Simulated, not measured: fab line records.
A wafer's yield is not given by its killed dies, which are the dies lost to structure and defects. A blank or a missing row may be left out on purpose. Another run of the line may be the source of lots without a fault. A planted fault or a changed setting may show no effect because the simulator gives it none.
Chamber matching    flow n5-finfet    ald-sin-03 running N5_FIN_SAQP_SPACER2_ALD_28: 4 sister chambers
The step deposits SiO2, target thk 8.1 nm, pulse time 1 s, purge time 2 s. 4 wafers are shown with their chamber, then 9 later ones without.

WAFERS, EACH WITH ITS CHAMBER
wafer   chamber  heater-power-w (W)
L090.5  0        499
L093.2  1        484
L093.3  2        511
L093.4  3        466

WAFERS WITHOUT THEIR CHAMBER
wafer   heater-power-w (W)
L095.2  498
L095.4  486
L095.6  497
L096.1  495
L096.5  501
L096.6  471
L097.1  516
L097.3  477
L097.5  508

EACH ONE'S CHAMBER
wafer    from the rows above       in truth
L095.2   0                         0
L095.4   1                         1
L095.6   0                         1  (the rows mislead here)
L096.1   can't be placed: 0 or 1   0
L096.5   0                         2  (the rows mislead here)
L096.6   3                         3
L097.1   2                         2
L097.3   can't be placed: 1 or 3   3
L097.5   can't be placed: 2 or 0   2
4 of 9 placed correctly. Can't be placed from these rows: 3 (the true chamber is among the candidates in 3). Wrongly placed: 2.
How it was worked out, from the rows above alone: a wafer's distance from a chamber is the root of the sum, over the readings, of the square of ((its reading less the chamber's mean) divided by the reading's scatter). The wafer belongs to the nearest chamber; if the next one is less than 2 further off, it can't be placed. Each chamber's mean is taken over the wafers shown for it. The scatter: root of mean squared gap, hidden wafer to nearest shown wafer, with one shown wafer a chamber.
